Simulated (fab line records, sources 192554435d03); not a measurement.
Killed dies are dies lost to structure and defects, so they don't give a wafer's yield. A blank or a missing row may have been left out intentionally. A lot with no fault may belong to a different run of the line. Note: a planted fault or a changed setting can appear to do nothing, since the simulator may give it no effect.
fab line records	flow n5-finfet
record: lots: 5	wafers: 15	last-day: 19
route steps=1938 shown BEOL_M4@1028
lots with no fault: from the same line, run without faults
start-h: start of the lot's first displayed wafer, in hours after the record's first day	wait-h: hours elapsed since this lot's preceding step	" same as the row above	L1.1+2: several wafers, shown together as one row	- value missing, or start not given	* or withheld: withheld	< > ~ a bound
route shown NAME@n: NAME is a module with steps in the file, n the number in the route of the first one	usual: average and standard deviation across the fault-free wafers	same: alike in all rows	chamber/n: place in a boat	sites: the reading at each site	_std_site: how widely they spread, as a standard deviation	_edge_site: outer sites' mean less inner sites'	radius-mm: for every site, how far away it sits from the centre of the wafer	mask NAME#n: copy n	behind: tool/chamber where the wafer was last shaped	hold: cause of the lot's hold/its duration in hours/its outcome	device: which transistor (n, p or np) failed to switch	end of line: at the end of the route, the tests of the same wafers	a step without rows: its recipe alone	killed: not the wafer's yield, but the dies lost to structure and defects at the first sort	map: dies across one wafer; x = killed, . = not, _ = none there
set.NAME: the setting as run; set.NAME@STEP: as run at that earlier step	model.NAME: the simulator's own value behind a step, which no gauge read
lots at some steps of the route; a table a step, a row a wafer
services: the hour from which a tool's chamber was out of use, counted from the record's first day as start-h (under 0 if before that day), plus the number of hours and why
== steps ==
step: N5_BEOL_M4_COAT_05
recipe: resist: CAR-EUV	spin-rpm: 1500	resist-thk-nm: 30
step: N5_BEOL_M4_EBR_07
recipe: solvent: PGMEA	ebr-width-mm: 1.5
step: N5_BEOL_M4_SOFTBAKE_06
recipe: temp-c: 110	time-s: 60	resist: CAR-EUV
step: N5_BEOL_M4_EXPOSE_08
recipe: mask-id: M4	na: 0.33	source-shape: dipole	sigma-inner: 0.369	sigma-outer: 0.767	polarization: unpolarized	dose-mj: 41.25
step: N5_BEOL_M4_PEB_09
recipe: peb-temp-c: 100	peb-time-s: 60	resist: CAR-EUV
step: N5_BEOL_M4_DEVELOP_10
recipe: develop-time-s: 30	developer: TMAH	resist: CAR-EUV	rinse-liquid: surfactant-rinse	dry: air-spin	dev-temp-c: 23
step: N5_BEOL_M4_CD_MEAS_11
recipe: target-cd-nm: 16.79	landing-energy-ev: 500	detector: se-inlens	polarity: opening
usual: cd-nm: 16.81/0.25
lot.wafer	tool	chamber	start-h	wait-h	cd-nm
L271.3	cd-sem-02	0	170.13	-	16.72
L271.4	"	0	"	"	16.50
L271.5	"	0	"	"	16.74
L284.1	cd-sem-01	0	255.72	-	16.83
L284.5	"	0	"	"	16.93
L284.6	"	0	"	"	16.73
L288.1	cd-sem-01	0	256.50	-	16.91
L288.3	"	0	"	"	16.86
L288.6	"	0	"	"	17.07
L285.2	cd-sem-01	0	262.65	-	17.26
L285.4	"	0	"	"	17.29
L285.6	"	0	"	"	17.12
L294.1	cd-sem-01	0	319.65	-	16.82
L294.3	"	0	"	"	16.88
L294.5	"	0	"	"	16.70
step: N5_BEOL_M4_OVL_MEAS_12
recipe: points-per-wafer: 522
usual: M4_OVL: -0.6/0.75
lot.wafer	tool	chamber	start-h	wait-h	M4_OVL[nm]
L271.3	overlay-01	0	170.17	0.0	0.1
L271.4	"	0	"	"	-0.3
L271.5	"	0	"	"	-0.7
L284.1	overlay-02	0	255.75	0.0	-0.2
L284.5	"	0	"	"	-1.1
L284.6	"	0	"	"	-0.5
L288.1	overlay-02	0	256.53	0.0	-0.9
L288.3	"	0	"	"	-0.7
L288.6	"	0	"	"	-1.2
L285.2	overlay-01	0	262.68	0.0	-0.9
L285.4	"	0	"	"	-1.1
L285.6	"	0	"	"	-1.2
L294.1	overlay-01	0	319.68	0.0	1.3
L294.3	"	0	"	"	-0.1
L294.5	"	0	"	"	-0.8
step: N5_BEOL_M4_INSPECT_13
recipe: mode: adi	inspect-instrument: brightfield
usual: raw-defect-count: 419/90
lot.wafer	tool	chamber	start-h	wait-h	raw-defect-count
L271.3	defect-inspect-01	-	170.22	0.0	315
L271.4	"	-	"	"	372
L271.5	"	-	"	"	341
L284.1	defect-inspect-02	-	255.81	0.1	351
L284.5	"	-	"	"	371
L284.6	"	-	"	"	310
L288.1	defect-inspect-01	-	256.58	0.1	533
L288.3	"	-	"	"	424
L288.6	"	-	"	"	371
L285.2	defect-inspect-01	-	262.73	0.0	426
L285.4	"	-	"	"	588
L285.6	"	-	"	"	492
L294.1	defect-inspect-02	-	319.74	0.1	663
L294.3	"	-	"	"	446
L294.5	"	-	"	"	435
step: N5_BEOL_M4_DESCUM_16
recipe: chemistry: O2	time-s: 7	source-power-w: 50	bias-power-w: 20	pressure-mtorr: 20	rf-frequency-hz: 2.712e+07	temp-c: 40	resist: CAR-EUV	o2-flow-sccm: 225
usual: drypump-motor-current-A: 5.45/0.25	oes-product-au: 0.79/0.1	rf-vpp-V: 242.9/1.3	showerhead-plenum-p-Torr: 2.07/0.076	throttle-valve-pct: 20.31/0.21
lot.wafer	tool	chamber	start-h	wait-h	drypump-motor-current-A	oes-product-au	rf-hours-counter-h	rf-vpp-V	showerhead-plenum-p-Torr	throttle-valve-pct
L271.3	rie-diel-04	3	170.25	0.0	5.21	0.74	169	242.9	2.08	20.30
L271.4	"	1	"	"	5.90	0.71	205	241.6	1.98	20.29
L271.5	"	0	"	"	5.54	0.72	-	242.4	2.08	20.37
L284.1	rie-diel-01	0	255.84	0.0	5.34	0.68	234	243.0	2.14	20.41
L284.5	"	3	"	"	5.25	0.84	-	241.6	2.02	20.14
L284.6	"	0	"	"	5.34	0.69	-	243.1	2.14	20.41
L288.1	rie-diel-01	1	256.74	0.2	5.62	0.67	252	240.6	1.98	20.46
L288.3	"	0	"	"	5.35	0.68	235	243.5	2.14	20.41
L288.6	"	1	"	"	5.62	0.67	-	241.7	1.98	20.46
L285.2	rie-diel-03	1	262.77	0.0	5.84	0.96	8	244.1	2.15	20.39
L285.4	"	3	"	"	5.42	0.82	83	242.2	2.14	20.64
L285.6	"	2	"	"	4.96	0.88	-	244.0	2.23	20.53
L294.1	rie-diel-03	2	319.78	0.0	4.93	0.84	65	245.6	2.22	20.54
L294.3	"	3	"	"	5.43	0.79	102	243.0	2.13	20.68
L294.5	"	2	"	"	4.96	0.85	-	243.0	2.22	20.55
step: N5_BEOL_M4_ETCH_74
recipe: chemistry: N2/H2	target: underlayer	target-depth-a: 65	mask-material: CAR-EUV	time-s: 5.2	ion-energy-ev: 200	pressure-mtorr: 30	source-w: 840	bias-w: 150	n2-flow-sccm: 200	h2-flow-sccm: 200	ends: cleared
usual: drypump-motor-current-A: 5.45/0.25	etch-rf-on-time-s: 5.23/0.15	oes-product-au: 0.67/0.085	rf-vpp-V: 523.4/2.6	showerhead-plenum-p-Torr: 2.52/0.091	throttle-valve-pct: 17.77/0.23
lot.wafer	tool	chamber	start-h	wait-h	drypump-motor-current-A	etch-rf-on-time-s	oes-product-au	rf-hours-counter-h	rf-vpp-V	showerhead-plenum-p-Torr	throttle-valve-pct
L271.3	rie-diel-04	3	170.29	0.0	5.22	5.20	0.64	169	525.4	2.55	17.95
L271.4	"	1	"	"	5.93	5.21	0.61	205	521.6	2.42	17.77
L271.5	"	0	"	"	5.52	5.37	0.61	-	523.0	2.53	17.95
L284.1	rie-diel-01	0	255.88	0.0	5.34	5.59	0.58	234	527.6	2.61	18.00
L284.5	"	3	"	"	5.26	5.20	0.71	-	520.1	2.46	17.57
L284.6	"	0	"	"	5.35	5.48	0.57	-	527.1	2.61	17.99
L288.1	rie-diel-01	1	256.77	0.0	5.63	5.29	0.56	252	518.8	2.39	17.83
L288.3	"	0	"	"	5.33	5.52	0.57	235	523.9	2.61	17.99
L288.6	"	1	"	"	5.63	5.29	0.56	-	518.6	2.39	17.82
L285.2	rie-diel-03	1	262.80	0.0	5.84	4.96	0.82	8	528.1	2.61	17.80
L285.4	"	3	"	"	5.43	5.12	0.69	83	525.9	2.57	17.89
L285.6	"	2	"	"	4.89	4.99	0.76	-	526.4	2.70	17.87
L294.1	rie-diel-03	2	319.81	0.0	4.95	4.99	0.73	65	528.0	2.69	17.92
L294.3	"	3	"	"	5.43	5.22	0.67	102	523.2	2.56	17.91
L294.5	"	2	"	"	4.95	4.99	0.73	-	527.9	2.69	17.92
step: N5_BEOL_M4_ETCH_63
recipe: chemistry: CF4	target: SiARC	target-depth-a: 156	mask-material: CAR-EUV	time-s: 26	ion-energy-ev: 80	pressure-mtorr: 40	source-w: 545	bias-w: 36	Ar_flow_sccm: 100	cf4-flow-sccm: 100	ends: cleared
usual: cf4-flow-sccm: 99.97/0.29	drypump-motor-current-A: 5.45/0.25	etch-rf-on-time-s: 26.1/0.78	mfc-ar-sccm: 100.0/0.32	oes-product-au: 0.67/0.085	rf-vpp-V: 183.9/1.2	showerhead-plenum-p-Torr: 2.12/0.072	throttle-valve-pct: 15.52/0.21
lot.wafer	tool	chamber	start-h	wait-h	cf4-flow-sccm	drypump-motor-current-A	etch-rf-on-time-s	mfc-ar-sccm	oes-product-au	rf-hours-counter-h	rf-vpp-V	showerhead-plenum-p-Torr	throttle-valve-pct
L271.3	rie-diel-04	3	170.31	0.0	99.92	5.24	25.7	99.8	0.64	169	184.3	2.13	15.57
L271.4	"	1	"	"	100.57	5.91	25.7	99.8	0.62	205	183.4	2.05	15.66
L271.5	"	0	"	"	100.55	5.52	26.4	100.5	0.62	-	184.4	2.12	15.57
L284.1	rie-diel-01	0	255.90	0.0	100.01	5.34	27.5	100.1	0.58	234	186.7	2.19	15.66
L284.5	"	3	"	"	100.30	5.26	25.9	100.1	0.71	-	183.8	2.07	15.42
L284.6	"	0	"	"	99.74	5.32	27.6	100.3	0.58	-	186.2	2.19	15.67
L288.1	rie-diel-01	1	256.79	0.0	99.76	5.63	26.6	99.8	0.57	252	183.1	2.02	15.68
L288.3	"	0	"	"	99.71	5.35	27.3	99.9	0.58	235	185.6	2.19	15.68
L288.6	"	1	"	"	99.39	5.64	26.6	99.6	0.57	-	183.8	2.02	15.68
L285.2	rie-diel-03	1	262.82	0.0	100.06	5.83	25.1	100.2	0.82	8	186.5	2.20	15.49
L285.4	"	3	"	"	100.34	5.44	25.3	100.0	0.70	83	184.0	2.15	15.56
L285.6	"	2	"	"	99.77	4.92	24.6	100.1	0.76	-	185.9	2.27	15.59
L294.1	rie-diel-03	2	319.83	0.0	100.26	4.96	24.9	100.2	0.74	65	186.3	2.26	15.63
L294.3	"	3	"	"	99.92	5.43	25.3	99.3	0.68	102	184.3	2.14	15.59
L294.5	"	2	"	"	100.22	4.94	24.6	100.1	0.74	-	185.6	2.27	15.63
step: N5_BEOL_M4_ETCH_64
recipe: chemistry: N2/H2	target: SOC	target-depth-a: 750	overetch-a: 225	mask-material: SiARC	temp-c: 40	time-s: 121.9	ion-energy-ev: 200	pressure-mtorr: 30	source-w: 840	bias-w: 150	n2-flow-sccm: 200	h2-flow-sccm: 200
usual: drypump-motor-current-A: 5.45/0.25	oes-product-au: 0.60/0.069	rf-vpp-V: 523.4/2.5	showerhead-plenum-p-Torr: 2.52/0.091	throttle-valve-pct: 17.73/0.23
lot.wafer	tool	chamber	start-h	wait-h	drypump-motor-current-A	oes-product-au	rf-hours-counter-h	rf-vpp-V	showerhead-plenum-p-Torr	throttle-valve-pct	model.SiARC_of_BEOL_M4_COAT_62.thk-nm
L271.3	rie-diel-04	3	170.33	0.0	5.24	0.57	169	524.5	2.55	17.91	6.4
L271.4	"	1	"	"	5.94	0.54	205	520.7	2.42	17.74	6.2
L271.5	"	0	"	"	5.54	0.55	-	522.8	2.53	17.91	6.6
L284.1	rie-diel-01	0	255.92	0.0	5.35	0.53	234	524.8	2.61	17.96	6.6
L284.5	"	3	"	"	5.28	0.63	-	521.0	2.46	17.50	6.4
L284.6	"	0	"	"	5.36	0.53	-	525.4	2.61	17.95	6.8
L288.1	rie-diel-01	1	256.82	0.0	5.64	0.55	252	519.2	2.39	17.79	6.8
L288.3	"	0	"	"	5.35	0.53	235	525.3	2.61	17.96	6.6
L288.6	"	1	"	"	5.63	0.54	-	518.6	2.39	17.78	6.8
L285.2	rie-diel-03	1	262.85	0.0	5.85	0.72	8	525.3	2.60	17.75	6.2
L285.4	"	3	"	"	5.43	0.61	83	525.4	2.57	17.84	6.4
L285.6	"	2	"	"	4.94	0.65	-	528.8	2.70	17.85	6.2
L294.1	rie-diel-03	2	319.86	0.0	4.94	0.64	65	527.9	2.69	17.87	6.2
L294.3	"	3	"	"	5.43	0.60	102	523.4	2.56	17.85	6.4
L294.5	"	2	"	"	4.93	0.64	-	528.0	2.69	17.88	6.2
step: N5_BEOL_M4_STRIP_65
recipe: chemistry: N2/H2	temp-c: 40	n2-flow-sccm: 200	h2-flow-sccm: 200	rf-frequency-hz: 6e+07
step: N5_BEOL_M4_RC_MEAS_101
usual: DIBL_N: 36.8/1.9	DIBL_P: 36.5/2.1	IOFF_N: 0.17/0.038	IOFF_P: 0.22/0.039	ION_N: 675/12	ION_P: 463/7.4	SS_N: 71.6/0.71	SS_P: 73.4/0.72	VT_N: 249/3.3	VT_P: -250/3.3
lot.wafer	tool	chamber	start-h	wait-h	DIBL_N[mV/V]	DIBL_P[mV/V]	IOFF_N[nA/um]	IOFF_P[nA/um]	ION_N[uA/um]	ION_P[uA/um]	SS_N[mV/dec]	SS_P[mV/dec]	VT_N[mV]	VT_P[mV]
L271.3	prober-01	0	176.73	0.3	36.6	35.9	0.14	0.19	667	457	71.9	74.0	250	-254
L271.4	"	0	"	"	36.3	36.4	0.14	0.19	665	457	71.5	74.2	250	-256
L271.5	"	0	"	"	38.6	39.5	0.19	0.23	681	460	72.3	74.2	246	-252
L284.1	prober-01	0	282.44	0.0	38.4	37.4	0.18	0.23	699	476	71.0	73.7	247	-249
L284.5	"	0	"	"	36.6	34.0	0.14	0.18	656	452	71.7	73.0	249	-255
L284.6	"	0	"	"	38.3	37.5	0.18	0.23	696	476	71.2	74.4	246	-248
L285.2	prober-01	0	287.51	0.2	37.9	39.1	0.21	0.31	693	478	72.1	74.1	244	-241
L285.4	"	0	"	"	35.5	34.7	0.15	0.23	690	477	71.1	73.3	251	-248
L285.6	"	0	"	"	36.0	36.2	0.16	0.25	680	475	71.1	73.6	247	-245
L288.1	prober-02	0	292.59	0.0	39.5	39.6	0.21	0.24	702	472	72.0	74.3	246	-251
L288.3	"	0	"	"	36.5	36.2	0.15	0.19	670	456	71.6	73.7	253	-252
L288.6	"	0	"	"	37.9	37.8	0.16	0.21	687	465	72.2	74.1	250	-251
L294.1	prober-01	0	332.91	0.0	36.1	34.4	0.12	0.19	657	457	71.6	72.0	255	-252
L294.3	"	0	"	"	37.9	36.8	0.16	0.23	669	467	71.6	73.1	250	-249
L294.5	"	0	"	"	38.9	38.2	0.19	0.25	690	467	72.1	73.6	249	-247
== services ==
tool	chamber	start-h	hours	kind
rie-diel-03	-	149.57	2.8	pm
rie-diel-04	0	165.31	3.0	repair
rie-diel-04	2	183.03	-	clean
rie-diel-04	2	183.03	-	consumable-replace:focus-ring
rie-diel-04	2	183.03	14.3	scheduled-down
rie-diel-04	2	183.03	14.3	vent-cycle
rie-diel-03	1	218.97	-	clean
rie-diel-03	1	218.97	-	consumable-replace:focus-ring
rie-diel-03	1	218.97	17.2	scheduled-down
rie-diel-03	1	218.97	17.2	vent-cycle
rie-diel-04	1	232.60	8.5	repair
rie-diel-01	3	236.72	4.0	repair
rie-diel-01	1	259.55	-	clean
rie-diel-01	1	259.55	-	consumable-replace:focus-ring
rie-diel-01	1	259.55	-	consumable-replace:showerhead
rie-diel-01	1	259.55	32.3	scheduled-down
rie-diel-01	1	259.55	32.3	vent-cycle
rie-diel-04	2	262.52	29.1	repair
rie-diel-03	0	285.15	18.7	repair
rie-diel-04	0	291.63	-	clean
rie-diel-01	0	291.88	-	clean
rie-diel-01	0	291.88	-	consumable-replace:focus-ring
rie-diel-01	0	291.88	17.7	scheduled-down
rie-diel-01	0	291.88	17.7	vent-cycle
== key ==
first-sign none at tools or gauges
model-effect: step: N5_BEOL_M4_ETCH_64	value: SiARC_of_BEOL_M4_COAT_62.thk-nm	without: 6.4	struck: 6.8
met-at N5_BEOL_M4_ETCH_64
struck-wafers L288.1,L288.6
fault: kind: process-parameter-drift	tool: rie-diel-01	chamber: 1	onset-h: 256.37	steps: N5_BEOL_M4_ETCH_64	channel: time-s	offset: *	shape: step	end-h: 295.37	acts-in: *	stated: *
